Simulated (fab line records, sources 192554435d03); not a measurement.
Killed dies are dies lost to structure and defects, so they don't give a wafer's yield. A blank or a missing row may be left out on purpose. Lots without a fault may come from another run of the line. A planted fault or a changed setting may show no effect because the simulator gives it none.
Chamber matching | flow n5_finfet | N5_BEOL_M5_DESCUM_33 on rie_diel-02: 4 sister chambers
The step chemistry O2, time 7 s. 8 wafers are shown with their chamber, then 8 later ones without.

WAFERS WITH THEIR CHAMBER
wafer  | chamber | drypump_motor_current_A (A) | showerhead_plenum_p_Torr (Torr)
L075.6 | 1       | 6.3                         | 2.13
L082.5 | 3       | 5.8                         | 2.01
L085.2 | 3       | 5.8                         | 2.01
L085.3 | 2       | 6.0                         | 2.18
L089.2 | 2       | 6.0                         | 2.17
L089.3 | 0       | 5.6                         | 2.05
L089.5 | 0       | 5.6                         | 2.05
L088.1 | 1       | 6.2                         | 2.13

WAFERS WITHOUT THEIR CHAMBER
wafer  | drypump_motor_current_A (A) | showerhead_plenum_p_Torr (Torr)
L088.2 | 5.7                         | 2.05
L088.4 | 6.0                         | 2.17
L091.1 | 5.8                         | 2.01
L091.3 | 5.6                         | 2.04
L091.6 | 5.6                         | 2.04
L095.4 | 5.8                         | 2.00
L095.5 | 5.6                         | 2.04
L095.6 | 6.3                         | 2.12

WHICH CHAMBER EACH WENT THROUGH
wafer  | from the rows above | in truth
L088.2 | 0                   | 0
L088.4 | 2                   | 2
L091.1 | 3                   | 3
L091.3 | 0                   | 0
L091.6 | 0                   | 0
L095.4 | 3                   | 3
L095.5 | 0                   | 0
L095.6 | 1                   | 1
Placed correctly: 8 of 8. Can't be placed from these rows: 0. Placed wrongly: 0.
How it was worked out, from the rows above alone: a wafer's distance from a chamber is the root of the sum, over the readings, of the square of ((its reading less the chamber's mean) divided by the reading's scatter). The wafer belongs to the nearest chamber; if the next one is less than 2 further off, it can't be placed. A chamber's mean is the mean of its shown wafers. The scatter: the root of (the sum of the squares of (reading less its chamber's mean) over the shown wafers, divided by (wafers less chambers)).
